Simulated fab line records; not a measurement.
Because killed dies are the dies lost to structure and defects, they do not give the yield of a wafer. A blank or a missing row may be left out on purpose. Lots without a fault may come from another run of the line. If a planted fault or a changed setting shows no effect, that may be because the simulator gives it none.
Chamber matching :: flow n5_finfet :: 3 sister chambers for N5_BEOL_M8_ILD_DEP_00 on pecvd-03
The step deposits SiCOH lowk from DEMS/porogen, target thk 179.75 nm, time 33.4 s. 6 wafers are shown with their chamber, then 9 later ones without.

== WAFERS WITH THEIR CHAMBER ==
wafer: L082.5
chamber: 0
heater_power_w (W): 292
heater_power_outer_w (W): 168

wafer: L080.4
chamber: 2
heater_power_w (W): 254
heater_power_outer_w (W): 98

wafer: L080.5
chamber: 0
heater_power_w (W): 280
heater_power_outer_w (W): 140

wafer: L089.1
chamber: 1
heater_power_w (W): 332
heater_power_outer_w (W): 160

wafer: L089.3
chamber: 2
heater_power_w (W): 238
heater_power_outer_w (W): 83

wafer: L089.5
chamber: 1
heater_power_w (W): 340
heater_power_outer_w (W): 160

== WAFERS WITHOUT THEIR CHAMBER ==
wafer: L088.1
heater_power_w (W): 252
heater_power_outer_w (W): 96

wafer: L088.2
heater_power_w (W): 288
heater_power_outer_w (W): 154

wafer: L088.3
heater_power_w (W): 284
heater_power_outer_w (W): 115

wafer: L093.2
heater_power_w (W): 244
heater_power_outer_w (W): 117

wafer: L093.3
heater_power_w (W): 279
heater_power_outer_w (W): 119

wafer: L093.6
heater_power_w (W): 287
heater_power_outer_w (W): 121

wafer: L097.2
heater_power_w (W): 316
heater_power_outer_w (W): 140

wafer: L097.3
heater_power_w (W): 232
heater_power_outer_w (W): 86

wafer: L097.6
heater_power_w (W): 275
heater_power_outer_w (W): 146

== WHICH CHAMBER EACH WENT THROUGH ==
wafer: L088.1
from the rows above: 2
in truth: 2

wafer: L088.2
from the rows above: 0
in truth: 0

wafer: L088.3
from the rows above: can't be placed: 0 or 2
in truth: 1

wafer: L093.2
from the rows above: 2
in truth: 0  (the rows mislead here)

wafer: L093.3
from the rows above: can't be placed: 0 or 2
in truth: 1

wafer: L093.6
from the rows above: 0
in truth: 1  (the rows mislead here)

wafer: L097.2
from the rows above: can't be placed: 1 or 0
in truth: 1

wafer: L097.3
from the rows above: 2
in truth: 2

wafer: L097.6
from the rows above: 0
in truth: 0
Correct placement for 4 of the 9. Unplaceable from these rows: 3, with the true chamber sitting among the candidates in 1. Placed wrongly: 2.
How it was worked out, from the rows above alone: a wafer's distance from a chamber is the root of the sum, over the readings, of the square of ((its reading less the chamber's mean) divided by the reading's scatter). The wafer belongs to the nearest chamber; if the next one is less than 2 further off, it can't be placed. For every chamber, the mean is computed from those of its wafers that are shown. How the scatter is found: for the shown wafers, subtract from each reading the mean of its chamber, square and add these, divide the total by (wafers less chambers), then take the root.
